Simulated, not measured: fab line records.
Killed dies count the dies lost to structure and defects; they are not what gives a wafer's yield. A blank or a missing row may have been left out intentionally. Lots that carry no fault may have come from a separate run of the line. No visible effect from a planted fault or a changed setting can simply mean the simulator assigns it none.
The tool behind it: which one? + flow n5Finfet + 8 lots, 23 wafers sampled, at 6 steps of a route of 1938

WHAT EACH GAUGE READ, for each wafer
N5_BEOL_M4_RC_MEAS_101. Usual: DIBL_N 37.2 mV/V, standard deviation 2.1; DIBL_P 37.3 mV/V, standard deviation 2.3; IOFF_N 0.18 nA/um, standard deviation 0.041; IOFF_P 0.24 nA/um, standard deviation 0.042; ION_N 680 uA/um, standard deviation 13; ION_P 466 uA/um, standard deviation 7.7; SS_N 71.8 mV/dec, standard deviation 0.68; SS_P 73.5 mV/dec, standard deviation 0.66; VT_N 249 mV, standard deviation 3.6; VT_P -248 mV, standard deviation 3.4.
| lot  | measured     | on        | DIBL_N (mV/V)  | DIBL_P (mV/V)  | IOFF_N (nA/um) | IOFF_P (nA/um) | ION_N (uA/um) | ION_P (uA/um) | SS_N (mV/dec)  | SS_P (mV/dec)  | VT_N (mV)   | VT_P (mV)      | flag |
|------|--------------|-----------|----------------|----------------|----------------|----------------|---------------|---------------|----------------|----------------|-------------|----------------|------|
| L880 | day 8 08:06  | prober-02 | 36.9 36.9 37.2 | 36.3 36.9 37.8 | 0.16 0.16 0.18 | 0.22 0.22 0.23 | 673 670 678   | 467 467 466   | 71.0 71.6 71.7 | 72.9 73.0 73.3 | 248 247 249 | -250 -248 -248 |      |
| L886 | day 9 18:03  | prober-02 | 34.4 35.4 35.9 | 33.7 35.4 35.8 | 0.13 0.14 0.15 | 0.19 0.21 0.22 | 676 668 673   | 468 460 464   | 71.2 71.7 71.1 | 73.0 72.4 73.9 | 254 252 248 | -252 -248 -246 |      |
| L887 | day 9 18:40  | prober-01 | 35.8 37.4 35.7 | 37.3 38.3 36.9 | 0.16 0.17 0.15 | 0.21 0.22 0.19 | 681 670 680   | 466 460 468   | 70.9 71.6 71.0 | 72.9 73.8 73.2 | 252 250 251 | -251 -252 -253 |      |
| L894 | day 12 04:55 | prober-01 | 37.5 39.4 38.5 | 36.8 39.0 37.9 | 0.17 0.21 0.18 | 0.22 0.24 0.23 | 677 681 678   | 468 469 466   | 71.5 72.1 72.5 | 73.2 74.9 73.8 | 249 248 247 | -246 -247 -247 |      |
| L895 | day 11 21:05 | prober-02 | 38.8 36.3 38.8 | 39.7 36.9 39.1 | 0.18 0.14 0.19 | 0.22 0.18 0.21 | 674 662 680   | 452 447 457   | 71.9 71.5 72.1 | 74.1 73.4 73.1 | 250 252 248 | -254 -256 -252 |      |
| L896 | day 12 07:14 | prober-02 | 34.8 36.9 35.8 | 34.9 38.3 37.3 | 0.13 0.16 0.15 | 0.19 0.25 0.23 | 678 687 685   | 467 475 470   | 71.0 71.2 71.2 | 72.9 73.7 72.9 | 255 251 252 | -248 -245 -249 |      |
| L900 | day 14 01:07 | prober-02 | 38.3 37.0 36.4 | 36.8 34.8 35.6 | 0.17 0.15 0.15 | 0.22 0.20 0.21 | 676 687 677   | 462 465 474   | 71.4 71.8 71.5 | 73.8 72.7 73.0 | 248 250 250 | -248 -249 -249 |      |
| L903 | day 15 00:02 | prober-02 | 37.5 38.1      | 36.9 37.8      | 0.18 0.20      | 0.25 0.27      | 675 677       | 466 463       | 72.0 72.2      | 73.6 74.2      | 251 248     | -249 -245      |      |

EACH LOT AND THE TOOL THAT RAN IT (in order: tool; ch and the chambers of the sampled wafers; start)
| lot  | N5_DUMMY_GATE_ETCH_42            | N5_SD_EPI_N_ETCHBACK_44          | N5_SD_EPI_P_COAT_35             | N5_SD_EPI_P_DESCUM_14            | N5_SD_EPI_P_ETCH_36              |
|------|----------------------------------|----------------------------------|---------------------------------|----------------------------------|----------------------------------|
| L880 | rieDiel-03 ch 0,1,3, day 2 23:37 | rieDiel-06 ch 0,2,3, day 3 01:35 | lithoTrack-02 ch 0, day 3 05:09 | rieDiel-01 ch 0,1,3, day 3 05:39 | rieDiel-01 ch 0,1,3, day 3 05:41 |
| L886 | rieDiel-02 ch 0,3, day 4 10:25   | rieDiel-05 ch 1,2, day 4 13:04   | lithoTrack-02 ch 0, day 4 17:10 | rieDiel-03 ch 0,1,2, day 4 17:35 | rieDiel-03 ch 0,1,2, day 4 17:37 |
| L887 | rieDiel-02 ch 1,2,3, day 4 16:14 | rieDiel-04 ch 0,1,3, day 4 20:23 | lithoTrack-02 ch 0, day 5 00:46 | rieDiel-02 ch 0,3, day 5 01:13   | rieDiel-02 ch 0,3, day 5 01:15   |
| L894 | rieDiel-03 ch 2,3, day 6 11:41   | rieDiel-04 ch 0,2, day 6 13:47   | lithoTrack-05 ch 0, day 6 19:05 | rieDiel-01 ch 0,2,3, day 6 19:25 | rieDiel-01 ch 0,2,3, day 6 19:26 |
| L895 | rieDiel-02 ch 0,2,3, day 6 16:38 | rieDiel-05 ch 1,2,3, day 6 18:24 | lithoTrack-02 ch 0, day 6 21:58 | rieDiel-01 ch 0,1,2, day 6 22:29 | rieDiel-01 ch 0,1,2, day 6 22:31 |
| L896 | rieDiel-03 ch 0,2, day 7 00:35   | rieDiel-06 ch 1,2,3, day 7 02:20 | lithoTrack-02 ch 0, day 7 07:38 | rieDiel-01 ch 0,1,3, day 7 07:58 | rieDiel-01 ch 0,1,3, day 7 07:59 |
| L900 | rieDiel-03 ch 0,2, day 8 16:47   | rieDiel-04 ch 0,3, day 8 20:03   | lithoTrack-05 ch 0, day 9 00:23 | rieDiel-02 ch 1,2,3, day 9 00:55 | rieDiel-02 ch 1,2,3, day 9 00:57 |
| L903 | rieDiel-01 ch 0,3, day 9 02:23   | rieDiel-05 ch 0, day 9 04:25     | lithoTrack-05 ch 0, day 9 10:55 | rieDiel-01 ch 2,3, day 9 11:46   | rieDiel-01 ch 2,3, day 9 11:49   |
- N5_DUMMY_GATE_ETCH_42: etches SiO2 in CHF3/O2, target depth 3.5 nm, time 31 s.
- N5_SD_EPI_N_ETCHBACK_44: etches SiNx in CH3F/O2, stops on SiO2, target depth 14.5 nm.
- N5_SD_EPI_P_COAT_35: time 60 s, resist thk 35 nm.
- N5_SD_EPI_P_DESCUM_14: chemistry O2, time 7.9 s.
- N5_SD_EPI_P_ETCH_36: etches SiARC in CF4, target depth 45.5 nm, time 75.8 s.

WHAT THE TOOLS THEMSELVES READ (means of the sampled wafers that have a number; where no wafer has one, the mark that the record gives instead)
N5_DUMMY_GATE_ETCH_42. Usual: for biasW, 12.00 W with a standard deviation of 0.035; for drypumpMotorCurrentA, 5.9 A with a standard deviation of 0.51; for oes_o_777_au, 0.79 a.u. with a standard deviation of 0.09; for oesProductAu, 0.79 a.u. with a standard deviation of 0.093; for rfVppV, 42.3 V with a standard deviation of 0.98; for showerheadPlenumPTorr, 2.42 Torr with a standard deviation of 0.068; for throttleValvePct, 18.7 % with a standard deviation of 0.32.
| lot  | tool       | biasW (W) | drypumpMotorCurrentA (A) | oes_o_777_au (a.u.) | oesProductAu (a.u.) | rfVppV (V) | showerheadPlenumPTorr (Torr) | throttleValvePct (%) | flag |
|------|------------|-----------|--------------------------|---------------------|---------------------|------------|------------------------------|----------------------|------|
| L880 | rieDiel-03 | 12.00     | 5.9                      | 0.76                | 0.75                | 42.5       | 2.48                         | 18.9                 |      |
| L886 | rieDiel-02 | 11.97     | 6.0                      | 0.71                | 0.70                | 41.7       | 2.34                         | 18.9                 |      |
| L887 | rieDiel-02 | 11.98     | 5.9                      | 0.71                | 0.71                | 42.2       | 2.34                         | 19.1                 |      |
| L894 | rieDiel-03 | 12.00     | 6.1                      | 0.83                | 0.83                | 42.6       | 2.45                         | 18.6                 |      |
| L895 | rieDiel-02 | 12.00     | 6.1                      | 0.78                | 0.79                | 42.2       | 2.35                         | 18.9                 |      |
| L896 | rieDiel-03 | 12.02     | 5.2                      | 0.78                | 0.78                | 42.2       | 2.42                         | 18.6                 |      |
| L900 | rieDiel-03 | 12.00     | 5.5                      | 0.76                | 0.76                | 41.3       | 2.42                         | 18.6                 |      |
| L903 | rieDiel-01 | 11.96     | 5.9                      | 0.91                | 0.90                | 42.8       | 2.40                         | 18.4                 |      |

N5_SD_EPI_N_ETCHBACK_44. Usual: for biasW, 73.02 W with a standard deviation of 0.23; for drypumpMotorCurrentA, 5.6 A with a standard deviation of 0.5; for oes_o_777_au, 0.77 a.u. with a standard deviation of 0.071; for oesProductAu, 0.65 a.u. with a standard deviation of 0.057; for rfVppV, 300 V with a standard deviation of 7.1; for showerheadPlenumPTorr, 2.01 Torr with a standard deviation of 0.077; for throttleValvePct, 16.38 % with a standard deviation of 0.24.
| lot  | tool       | biasW (W) | drypumpMotorCurrentA (A) | oes_o_777_au (a.u.) | oesProductAu (a.u.) | rfVppV (V) | showerheadPlenumPTorr (Torr) | throttleValvePct (%) | flag |
|------|------------|-----------|--------------------------|---------------------|---------------------|------------|------------------------------|----------------------|------|
| L880 | rieDiel-06 | 72.79     | 5.6                      | 0.77                | 0.64                | 294        | 1.99                         | 16.37                |      |
| L886 | rieDiel-05 | 73.39     | 5.2                      | 0.71                | 0.60                | 302        | 2.01                         | 16.62                |      |
| L887 | rieDiel-04 | 72.92     | 5.5                      | 0.80                | 0.69                | 306        | 2.01                         | 16.21                |      |
| L894 | rieDiel-04 | 73.01     | 5.1                      | 0.83                | 0.71                | 309        | 2.03                         | 16.19                |      |
| L895 | rieDiel-05 | 72.83     | 5.3                      | 0.80                | 0.68                | 302        | 2.08                         | 16.43                |      |
| L896 | rieDiel-06 | 72.90     | 5.6                      | 0.76                | 0.65                | 301        | 2.00                         | 16.30                |      |
| L900 | rieDiel-04 | 72.92     | 5.1                      | 0.80                | 0.69                | 307        | 1.98                         | 16.27                |      |
| L903 | rieDiel-05 | 73.19     | 6.5                      | 0.74                | 0.64                | 293        | 1.92                         | 16.38                |      |

N5_SD_EPI_P_COAT_35. Usual: chillPlateTempC 23.03 C, standard deviation 0.1; spinSpeedRpm 1500.1 rpm, standard deviation 0.97.
| lot  | tool          | chillPlateTempC (C) | spinSpeedRpm (rpm) | flag |
|------|---------------|---------------------|--------------------|------|
| L880 | lithoTrack-02 | 23.13               | 1500.3             |      |
| L886 | lithoTrack-02 | 23.07               | 1499.3             |      |
| L887 | lithoTrack-02 | 22.96               | 1499.3             |      |
| L894 | lithoTrack-05 | 23.15               | 1500.6             |      |
| L895 | lithoTrack-02 | 23.10               | 733.0              | OFF  |
| L896 | lithoTrack-02 | 23.10               | 733.2              | OFF  |
| L900 | lithoTrack-05 | 23.05               | 1500.3             |      |
| L903 | lithoTrack-05 | 22.98               | 1500.7             |      |

N5_SD_EPI_P_DESCUM_14. Usual: drypumpMotorCurrentA 5.8 A, standard deviation 0.49; oesProductAu 0.81 a.u., standard deviation 0.1; rfVppV 243.3 V, standard deviation 1.4; showerheadPlenumPTorr 2.10 Torr, standard deviation 0.07; throttleValvePct 20.32 %, standard deviation 0.28.
| lot  | tool       | drypumpMotorCurrentA (A) | oesProductAu (a.u.) | rfVppV (V) | showerheadPlenumPTorr (Torr) | throttleValvePct (%) | flag |
|------|------------|--------------------------|---------------------|------------|------------------------------|----------------------|------|
| L880 | rieDiel-01 | 5.9                      | 0.86                | 244.4      | 2.14                         | 20.11                |      |
| L886 | rieDiel-03 | 5.6                      | 0.78                | 244.7      | 2.13                         | 20.35                |      |
| L887 | rieDiel-02 | 5.8                      | 0.69                | 242.1      | 2.03                         | 20.51                |      |
| L894 | rieDiel-01 | 5.9                      | 0.81                | 242.8      | 2.10                         | 20.26                |      |
| L895 | rieDiel-01 | 6.0                      | 0.88                | 244.0      | 2.16                         | 20.06                |      |
| L896 | rieDiel-01 | 5.8                      | 0.81                | 242.9      | 2.14                         | 20.16                |      |
| L900 | rieDiel-02 | 5.9                      | 0.78                | 241.7      | 2.00                         | 20.56                |      |
| L903 | rieDiel-01 | 5.6                      | 0.92                | 242.1      | 2.09                         | 20.15                |      |

N5_SD_EPI_P_ETCH_36. Usual: for biasW, 36.01 W with a standard deviation of 0.12; for drypumpMotorCurrentA, 5.8 A with a standard deviation of 0.49; for etchRfOnTimeS, 75.2 s with a standard deviation of 1.7; for oesProductAu, 0.69 a.u. with a standard deviation of 0.087; for rfVppV, 184.2 V with a standard deviation of 1.2; for showerheadPlenumPTorr, 2.15 Torr with a standard deviation of 0.066; for throttleValvePct, 15.5 % with a standard deviation of 0.31.
| lot  | tool       | biasW (W) | drypumpMotorCurrentA (A) | etchRfOnTimeS (s) | oesProductAu (a.u.) | rfVppV (V) | showerheadPlenumPTorr (Torr) | throttleValvePct (%) | flag |
|------|------------|-----------|--------------------------|-------------------|---------------------|------------|------------------------------|----------------------|------|
| L880 | rieDiel-01 | 35.86     | 5.8                      | 74.0              | 0.74                | 183.4      | 2.19                         | 15.3                 |      |
| L886 | rieDiel-03 | 36.17     | 5.6                      | 76.5              | 0.66                | 184.8      | 2.18                         | 15.6                 |      |
| L887 | rieDiel-02 | 35.94     | 5.8                      | 76.3              | 0.59                | 183.3      | 2.08                         | 15.8                 |      |
| L894 | rieDiel-01 | 35.97     | 5.8                      | 75.3              | 0.68                | 184.2      | 2.15                         | 15.5                 |      |
| L895 | rieDiel-01 | -         | 6.0                      | 105.9             | 0.78                | 184.6      | 2.20                         | 15.3                 | OFF  |
| L896 | rieDiel-01 | -         | 5.9                      | 106.0             | 0.72                | 184.6      | 2.18                         | 15.4                 | OFF  |
| L900 | rieDiel-02 | 36.06     | 5.9                      | 76.2              | 0.67                | 182.9      | 2.06                         | 15.8                 |      |
| L903 | rieDiel-01 | 36.16     | 5.6                      | 76.4              | 0.76                | 185.5      | 2.14                         | 15.3                 |      |

THE ANSWER, worked out from the rows above alone
Rule: take the mean of a lot's wafers that have a number; if it is more than 3 standard deviations from the usual mean, the lot is off. Also off: a lot with no number at a reading for which 4 or more lots have one. Where the step has rows for the other lots, those lots are counted as sound. The gauges are gone through in route order, then the tools' own readings, and for those a lot's mean is taken as printed above. The first step at which some lot is off is used, and at that step the reading that is off furthest; a lot without a number counts as furthest.
Off: L895, L896, at N5_SD_EPI_P_COAT_35 (spinSpeedRpm).
A tool fits if, at that step or a process step before it, it ran every lot that is off, and no sound lot after the first of them. One candidate fits, namely lithoTrack-02 at N5_SD_EPI_P_COAT_35. Its last sound lot is L887 (day 5 00:46), its first lot that is off L895 (day 6 21:58): a fault that began between those two fits.
The tool's own readings at N5_SD_EPI_P_COAT_35 bear it out: on the lots that are off they differ by more than 5 times the standard deviation of the sound lots' means. spinSpeedRpm reads 733.1 rpm there against 1500.1 rpm on the sound lots.

WHAT HAD BEEN PUT IN BY THE SIMULATOR
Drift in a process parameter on lithoTrack-02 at N5_SD_EPI_P_COAT_35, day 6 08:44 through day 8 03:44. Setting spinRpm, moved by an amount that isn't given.
Lots struck among those shown: L895, L896. The rule above reached the same finding.
